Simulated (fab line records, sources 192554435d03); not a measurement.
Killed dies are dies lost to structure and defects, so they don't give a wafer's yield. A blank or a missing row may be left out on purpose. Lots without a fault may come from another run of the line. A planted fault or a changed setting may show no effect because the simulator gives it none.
A struck lot beside a sound one | flow n5_finfet | 35 steps out of a route of 1938
Sound: wafers L809.1, L809.3, L809.6. Struck: wafers L802.1, L802.4, L802.6. The cause comes at the end.
At each step with rows: each side's tool, then ch and its chambers, then its first start. Under that, the readings that differ: sound wafers | struck wafers | difference of the means | sigmas: that difference in standard deviations of wafers without a fault.
alike: readings whose means differ by less than 2 such deviations, and words and numbers that are the same on both sides. not compared: withheld readings, readings that some wafer has no value for, bounds like >300 that may hide the same value, and numbers for which the record gives no deviation and whose values overlap.
The two part at a step that has a row with sigmas, a row that says differs or no value, or rows on one side only. Numbers that don't overlap but have no deviation are shown without sigmas and don't part them. A reading that every wafer of one side lacks parts them only if that side has two wafers or more.

first, 11 steps without rows for these wafers: N5_MOL_CONTACT_COAG_ETCH_91 (etches SOC in N2/H2, target depth 60 nm, overetch 21 nm, time 101.2 s); N5_MOL_CONTACT_COAG_STRIP_92 (strips in N2/H2); N5_MOL_CONTACT_COAG_STRIP_93 (strips in N2/H2); N5_MOL_CONTACT_COAG_ETCHBACK_135 (etches SiO2 in CHF3, target depth 25 nm, time 16.7 s); N5_MOL_CONTACT_COAG_STRIP_118 (strips in CHF3); N5_MOL_CONTACT_COAG_VIA_ETCH_46 (etches SiO2 in C4F6/O2, target depth 46 nm, overetch 9.2 nm, time 40 s); N5_MOL_CONTACT_COAG_STRIP_96 (strips in N2/H2); N5_MOL_CONTACT_COAG_ETCH_47 (etches SiNx in CH3F/O2, stops on W, target depth 27 nm); N5_MOL_CONTACT_COAG_STRIP_119 (strips in N2/H2, time 30 s); N5_MOL_CONTACT_COAG_PRECLEAN_144 (cleans in alkaline clean, time 60 s); N5_MOL_CONTACT_COAG_SRD_145 (time 30 s).
N5_MOL_CONTACT_COAG_COAT_62: time 60 s, resist thk 60 nm.
  sound on litho_track-03 ch 0, day 10 20:53; struck on litho_track-01 ch 0, day 9 04:12
  reading                                           | sound                | struck               | difference | sigmas
  spin_speed_rpm (rpm)                              | 1500.1 1499.7 1498.7 | 1233.5 1232.4 1232.6 | -266.7     | -99 or more
  model.SOC_of_MOL_CONTACT_COAG_COAT_62.thk_nm (nm) | 59.8 60 60           | 66.2 66.4 66.2       | +6.3       |
  alike: chill_plate_temp_C, resist_line_temp_C
then, 13 steps without rows for these wafers: N5_MOL_CONTACT_COAG_COAT_63 (time 60 s, resist thk 10 nm); N5_MOL_CONTACT_COAG_COAT_64 (time 60 s, resist thk 10 nm); N5_MOL_CONTACT_COAG_COAT_34 (resist thk 40 nm); N5_MOL_CONTACT_COAG_EBR_36; N5_MOL_CONTACT_COAG_SOFTBAKE_35 (time 60 s); N5_MOL_CONTACT_COAG_EXPOSE_37 (exposes mask VD, defocus 0 nm); N5_MOL_CONTACT_COAG_PEB_38 (peb time 60 s); N5_MOL_CONTACT_COAG_DEVELOP_39 (develop time 30 s); N5_MOL_CONTACT_COAG_DESCUM_45 (chemistry O2, time 7 s); N5_MOL_CONTACT_COAG_ETCH_65 (etches underlayer in N2/H2, target depth 13 nm, time 10.4 s); N5_MOL_CONTACT_COAG_ETCH_66 (etches SiARC in CF4, target depth 13 nm, time 21.7 s); N5_MOL_CONTACT_COAG_ALD_133 (deposits SiO2, target thk 5 nm, pulse time 1 s, co reactant pulse time 1 s); N5_MOL_CONTACT_COAG_ETCHBACK_134 (etches SiO2 in CHF3, target depth 10 nm, time 6.7 s).
N5_MOL_CONTACT_COAG_ETCH_67: etches SOC in N2/H2, target depth 60 nm, overetch 21 nm, time 101.2 s.
  sound on rie_diel-02 ch 1,2,3, day 10 22:03; struck on rie_diel-05 ch 1,2,3, day 9 05:10
  reading                  | sound             | struck            | difference | sigmas
  model.etch.depth_nm (nm) | 59.83 59.98 59.99 | 66.25 66.37 66.29 | +6.37      |
  alike: drypump_motor_current_A, oes_product_au, rf_vpp_V, showerhead_plenum_p_Torr, throttle_valve_pct
  not compared: rf_hours_counter_h
then, 6 steps without rows for these wafers: N5_MOL_CONTACT_COAG_STRIP_68 (strips in N2/H2); N5_MOL_CONTACT_COAG_STRIP_69 (strips in N2/H2); N5_MOL_CONTACT_COAG_ETCHBACK_136 (etches SiO2 in CHF3, target depth 25 nm, time 16.7 s); N5_MOL_CONTACT_COAG_STRIP_120 (strips in CHF3); N5_MOL_CONTACT_COAG_VIA_ETCH_117 (etches SiO2 in C4F6/O2, target depth 40 nm, overetch 8 nm, time 26 s); N5_MOL_CONTACT_COAG_ETCH_124 (etches SiNx in CH3F/O2, stops on SiOC, target depth 6.5 nm).
N5_MOL_CONTACT_COAG_ETCH_48: etches SiOC in C4F6/O2, target depth 15 nm, overetch 4.5 nm, time 17 s.
  sound on rie_diel-02 ch 1,2,3, day 10 22:14; struck on rie_diel-05 ch 1,2,3, day 9 05:22
  reading                                           | sound          | struck         | difference | sigmas
  model.SOC_of_MOL_CONTACT_COAG_COAT_62.thk_nm (nm) | 46.2 45.8 45.8 | 52.4 51.8 52.4 | +6.3       |
  alike: C4F6_flow_sccm, drypump_motor_current_A, oes_product_au, rf_vpp_V, showerhead_plenum_p_Torr, throttle_valve_pct
  not compared: rf_hours_counter_h
then, 1 step without rows for these wafers: N5_MOL_CONTACT_COAG_STRIP_72 (strips in N2/H2).
-- the record jumps here: 8 days lie between the struck wafers' starts before and after (it left off in module MOL_CONTACT_COAG and takes up again in module PASSIVATION, whose first step shown is number 1936 of the route) --
N5_PASSIVATION_PROBE_49:
  sound on prober-01, day 18 13:33; struck on prober-01, day 17 00:58
  alike: killed_at_M0_to_M3, killed_at_M4_up, killed_at_contacts, killed_at_front_end, killed_at_other, killed_dies, killed_open, killed_short

WHERE THEY PART
Only at N5_MOL_CONTACT_COAG_COAT_62, within this record. Later steps at which nothing parts them and some readings are alike: N5_MOL_CONTACT_COAG_ETCH_67, N5_MOL_CONTACT_COAG_ETCH_48, N5_PASSIVATION_PROBE_49.

WHY: what the simulator had put in
Process parameter drift: litho_track-01, from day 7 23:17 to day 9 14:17, at N5_MOL_CONTACT_COAG_COAT_62. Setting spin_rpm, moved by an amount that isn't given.
